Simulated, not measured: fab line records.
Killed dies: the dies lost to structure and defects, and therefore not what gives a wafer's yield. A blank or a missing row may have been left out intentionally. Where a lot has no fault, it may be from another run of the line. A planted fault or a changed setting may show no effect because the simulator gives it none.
Matching of chambers    flow nandHarc    4 sister chambers for NHARC_A_STAIRCASE_CMP_472 on cmp-01
The step polishes SiO2. 16 wafers are shown with their chamber, then 8 later ones without.

WAFERS PAIRED WITH THEIR CHAMBERS
wafer   chamber  motorCurrentA (A)
L082.1  1        11.6
L082.2  3        12.3
L082.3  0        11.6
L084.1  2        11.8
L084.2  3        11.9
L084.5  3        12.7
L086.1  3        12.5
L086.4  2        12.5
L086.6  2        12.2
L092.1  2        12.2
L092.2  3        12.8
L092.3  1        12.2
L093.1  1        11.8
L093.4  0        11.8
L093.5  1        11.7
L093.2  3        12.5

SIGNATURES, as means of the wafers listed above
reading        chamber 0  chamber 1  chamber 2  chamber 3  scatter within a chamber
motorCurrentA  11.700     11.825     12.175     12.450     0.287
Rule: for each reading, subtract the chamber's mean from the wafer's reading, divide by that reading's scatter and square the result; add these up over the readings and take the root, which gives the wafer's distance from the chamber. If the next closest chamber is less than 2 further off than the closest, the wafer can't be placed; otherwise it belongs to the closest. The scatter is the square root of a quotient: the sum, over the shown wafers, of each reading's squared deviation from its chamber's mean, divided by wafers minus chambers.

WAFERS MISSING THEIR CHAMBER
wafer   motorCurrentA (A)
L093.3  12.2
L093.6  12.1
L094.3  12.4
L094.5  12.1
L094.6  11.7
L097.1  12.0
L097.2  11.9
L097.6  11.4

EACH ONE'S CHAMBER
wafer   from the rows above                in truth
L093.3  can't be placed: 2 or 3 or 1 or 0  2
L093.6  can't be placed: 2 or 1 or 3 or 0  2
L094.3  can't be placed: 3 or 2 or 1       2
L094.5  can't be placed: 2 or 1 or 3 or 0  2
L094.6  can't be placed: 0 or 1 or 2       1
L097.1  can't be placed: 1 or 2 or 0 or 3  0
L097.2  can't be placed: 1 or 0 or 2 or 3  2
L097.6  can't be placed: 0 or 1 or 2       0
Correctly placed: 0 of 8. Cannot be placed on the basis of these rows: 8; the candidates contain the true chamber in 8. Placed wrongly: 0.
